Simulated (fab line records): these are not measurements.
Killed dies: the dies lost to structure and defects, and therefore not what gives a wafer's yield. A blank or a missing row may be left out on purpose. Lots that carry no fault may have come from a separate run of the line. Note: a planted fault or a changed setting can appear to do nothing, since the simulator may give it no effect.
Which tool did it?    flow n5_finfet    11 lots, 32 wafers sampled, at 5 steps of a route of 1938

WHAT EACH GAUGE READ, for each wafer
The record lacks any reading of a measuring or inspecting step that a usual standard deviation could be used to judge.

WHICH TOOL RAN EACH LOT (tool, then ch and the chambers of the sampled wafers, then the start)
lot   N5_PASSIVATION_PECVD_00          N5_MIM_BOT_DEGAS_01           N5_MIM_BOT_ETCH_ETCH_04             N5_PASSIVATION_ETCH_59             N5_PASSIVATION_PROBE_49
L289  pecvd-01 ch 0,1,2, day 11 05:14  pvd_sputter-01, day 11 06:10  rie_diel-01 ch 0,2, day 11 09:13    rie_metal-01 ch 0, day 11 13:51    prober-02, day 11 18:23
L293  pecvd-02 ch 0,1,2, day 12 06:17  pvd_sputter-01, day 12 07:28  rie_diel-02 ch 2,3, day 12 09:49    rie_metal-02 ch 0,1, day 12 13:28  prober-01, day 12 18:16
L295  pecvd-02 ch 1,2, day 12 14:16    pvd_sputter-01, day 12 16:49  rie_diel-02 ch 0,1, day 12 19:26    rie_metal-01 ch 0,1, day 13 00:12  prober-01, day 13 04:44
L299  pecvd-02 ch 0,1,2, day 13 14:00  pvd_sputter-01, day 13 14:14  rie_diel-02 ch 0,1,3, day 13 16:28  rie_metal-01 ch 0,1, day 13 23:29  prober-01, day 14 05:55
L301  pecvd-03 ch 0,1,2, day 15 06:58  pvd_sputter-01, day 15 07:29  rie_diel-02 ch 0,1, day 15 09:58    rie_metal-03 ch 1, day 15 15:58    -
L306  pecvd-02 ch 0,2, day 16 04:56    pvd_sputter-03, day 16 06:04  rie_diel-02 ch 0,1,2, day 16 08:17  rie_metal-02 ch 0,1, day 16 12:52  prober-02, day 16 17:10
L308  pecvd-03 ch 0,1, day 16 08:44    pvd_sputter-03, day 16 09:38  rie_diel-01 ch 1,2,3, day 16 12:35  rie_metal-03 ch 0,1, day 16 16:31  -
L307  pecvd-02 ch 0,2, day 16 18:22    pvd_sputter-01, day 16 18:33  rie_diel-02 ch 2,3, day 16 22:44    rie_metal-02 ch 0,1, day 17 04:13  prober-02, day 17 08:37
L310  pecvd-01 ch 0,1,2, day 16 20:23  pvd_sputter-02, day 16 21:10  rie_diel-01 ch 0,2,3, day 16 23:29  rie_metal-01 ch 0,1, day 17 04:52  prober-01, day 17 09:19
L309  pecvd-02 ch 0, day 17 02:58      pvd_sputter-03, day 17 03:26  rie_diel-06 ch 1,2,3, day 17 05:43  rie_metal-03 ch 0, day 17 09:37    -
L312  pecvd-03 ch 0,2, day 17 10:47    pvd_sputter-02, day 17 13:44  rie_diel-06 ch 1,2,3, day 17 17:29  rie_metal-03 ch 0, day 17 20:53    -
- N5_PASSIVATION_PECVD_00: deposits SiO2 from SiH4/N2O, target thk 200 nm, time 11.2 s.
- N5_MIM_BOT_DEGAS_01: time 60 s.
- N5_MIM_BOT_ETCH_ETCH_04: etches SiNx in CF4/O2, target depth 26 nm, time 13 s.
- N5_PASSIVATION_ETCH_59: etches TaN in Cl2/BCl3, target depth 65 nm, time 34.9 s.
- N5_PASSIVATION_PROBE_49

WHAT THE TOOLS THEMSELVES READ (means of the sampled wafers that have a number; where no wafer has one, the mark that the record gives instead)
N5_PASSIVATION_PECVD_00. Usual: heater_power_w 674 W, standard deviation 70; showerhead_plenum_p_Torr 8.18 Torr, standard deviation 0.082; throttle_valve_pct 53.0 %, standard deviation 2.5.
lot   tool      heater_power_w (W)  showerhead_plenum_p_Torr (Torr)  throttle_valve_pct (%)  flag
L289  pecvd-01  623                 8.12                             51.6                    
L293  pecvd-02  679                 8.16                             52.4                    
L295  pecvd-02  616                 8.17                             52.0                    
L299  pecvd-02  695                 8.15                             52.5                    
L301  pecvd-03  615                 8.26                             53.8                    
L306  pecvd-02  654                 8.13                             52.6                    
L308  pecvd-03  694                 8.30                             54.9                    
L307  pecvd-02  636                 8.12                             52.7                    
L310  pecvd-01  676                 8.11                             52.0                    
L309  pecvd-02  723                 8.15                             53.8                    
L312  pecvd-03  712                 8.32                             54.0                    

N5_MIM_BOT_DEGAS_01. Usual: heater_power_w reads 432 W (standard deviation 43).
lot   tool            heater_power_w (W)  flag
L289  pvd_sputter-01  415                 
L293  pvd_sputter-01  456                 
L295  pvd_sputter-01  410                 
L299  pvd_sputter-01  420                 
L301  pvd_sputter-01  426                 
L306  pvd_sputter-03  479                 
L308  pvd_sputter-03  458                 
L307  pvd_sputter-01  463                 
L310  pvd_sputter-02  460                 
L309  pvd_sputter-03  439                 
L312  pvd_sputter-02  449                 

N5_MIM_BOT_ETCH_ETCH_04. Usual: drypump_motor_current_A 5.7 A, standard deviation 0.48; oes_product_au 0.81 a.u., standard deviation 0.068; rf_vpp_V 238 V, standard deviation 4.5; showerhead_plenum_p_Torr 2.20 Torr, standard deviation 0.08; throttle_valve_pct 15.99 %, standard deviation 0.18.
lot   tool         drypump_motor_current_A (A)  oes_product_au (a.u.)  rf_vpp_V (V)  showerhead_plenum_p_Torr (Torr)  throttle_valve_pct (%)  flag
L289  rie_diel-01  5.2                          0.77                   237           2.20                             15.94                   
L293  rie_diel-02  5.9                          0.85                   244           2.22                             15.93                   
L295  rie_diel-02  5.9                          0.79                   234           2.23                             15.95                   
L299  rie_diel-02  6.0                          0.81                   235           2.20                             15.98                   
L301  rie_diel-02  5.8                          0.79                   234           2.25                             15.99                   
L306  rie_diel-02  5.9                          0.78                   237           2.22                             15.99                   
L308  rie_diel-01  5.5                          0.77                   243           2.15                             16.12                   
L307  rie_diel-02  5.9                          0.81                   243           2.21                             16.00                   
L310  rie_diel-01  5.4                          0.84                   241           2.17                             15.82                   
L309  rie_diel-06  5.8                          0.84                   235           2.16                             16.01                   
L312  rie_diel-06  5.8                          0.84                   236           2.16                             16.02                   

N5_PASSIVATION_ETCH_59. Usual: drypump_motor_current_A 5.4 A, standard deviation 0.5; oes_product_au 0.80 a.u., standard deviation 0.085; throttle_valve_pct 21.12 %, standard deviation 0.24.
lot   tool          drypump_motor_current_A (A)  oes_product_au (a.u.)  throttle_valve_pct (%)  flag
L289  rie_metal-01  5.9                          0.78                   21.34                   
L293  rie_metal-02  5.5                          0.63                   21.45                   
L295  rie_metal-01  5.5                          1.02                   20.75                   
L299  rie_metal-01  5.6                          1.05                   20.66                   
L301  rie_metal-03  4.8                          0.80                   20.94                   
L306  rie_metal-02  5.5                          0.96                   21.10                   
L308  rie_metal-03  5.9                          0.83                   20.74                   
L307  rie_metal-02  5.5                          0.93                   21.14                   
L310  rie_metal-01  5.4                          0.79                   21.24                   
L309  rie_metal-03  6.4                          0.83                   20.63                   
L312  rie_metal-03  6.4                          0.83                   20.62                   

N5_PASSIVATION_PROBE_49. Usual: defect_limited_yield 91.0 %, standard deviation 1.5; killed_at_M0_to_M3 34, standard deviation 11; killed_at_M4_up 14, standard deviation 5.3; killed_at_contacts 13, standard deviation 7; killed_at_front_end 41, standard deviation 13; killed_at_other 4, standard deviation 3.1; killed_dies 106, standard deviation 17; killed_on_rim 14, standard deviation 3.9; killed_open 70, standard deviation 12; killed_short 35, standard deviation 8; sort_bin_5_function 5.2 %, standard deviation 0.98; sort_bin_6_memory 3.4 %, standard deviation 0.69; sort_n_pass 1074, standard deviation 17; sort_yield_pct 91.0 %, standard deviation 1.5.
lot   tool       defect_limited_yield (%)  killed_at_M0_to_M3  killed_at_M4_up  killed_at_contacts  killed_at_front_end  killed_at_other  killed_dies  killed_on_rim  killed_open  killed_short  sort_bin_5_function (%)  sort_bin_6_memory (%)  sort_n_pass  sort_yield_pct (%)  flag
L289  prober-02  92.2                      23                  11               7                   46                   5                92           13             62           30            4.4                      3.2                    1088         92.2                
L293  prober-01  89.9                      30                  11               17                  56                   6                119          18             78           39            5.9                      3.6                    1061         89.9                
L295  prober-01  90.2                      36                  24               14                  34                   9                116          14             74           40            5.7                      3.6                    1064         90.2                
L299  prober-01  89.8                      38                  12               12                  55                   2                120          17             72           45            5.8                      3.8                    1060         89.8                
L306  prober-02  90.3                      41                  10               20                  40                   3                115          14             74           39            5.5                      3.8                    1065         90.3                
L307  prober-02  90.9                      38                  10               17                  36                   7                108          12             68           39            5.6                      3.3                    1072         90.9                
L310  prober-01  91.1                      29                  8                7                   58                   3                105          17             73           30            4.7                      3.8                    1075         91.1                

THE ANSWER, worked out from the rows above alone
Rule: lot off if the mean of its wafers having a number is beyond 3 standard deviations from the usual mean. Also off: a lot with no number at a reading for which 4 or more lots have one. All remaining lots with rows at the step are treated as sound. Order of review: gauges by route order, followed by the tools' own readings, for which a lot's mean as printed above is used. The first step at which some lot is off is used, and at that step the reading that is off furthest; a lot without a number counts as furthest.
Nothing can be told from this: no lot is off at any reading shown.

WHAT THE SIMULATOR HAD PUT IN
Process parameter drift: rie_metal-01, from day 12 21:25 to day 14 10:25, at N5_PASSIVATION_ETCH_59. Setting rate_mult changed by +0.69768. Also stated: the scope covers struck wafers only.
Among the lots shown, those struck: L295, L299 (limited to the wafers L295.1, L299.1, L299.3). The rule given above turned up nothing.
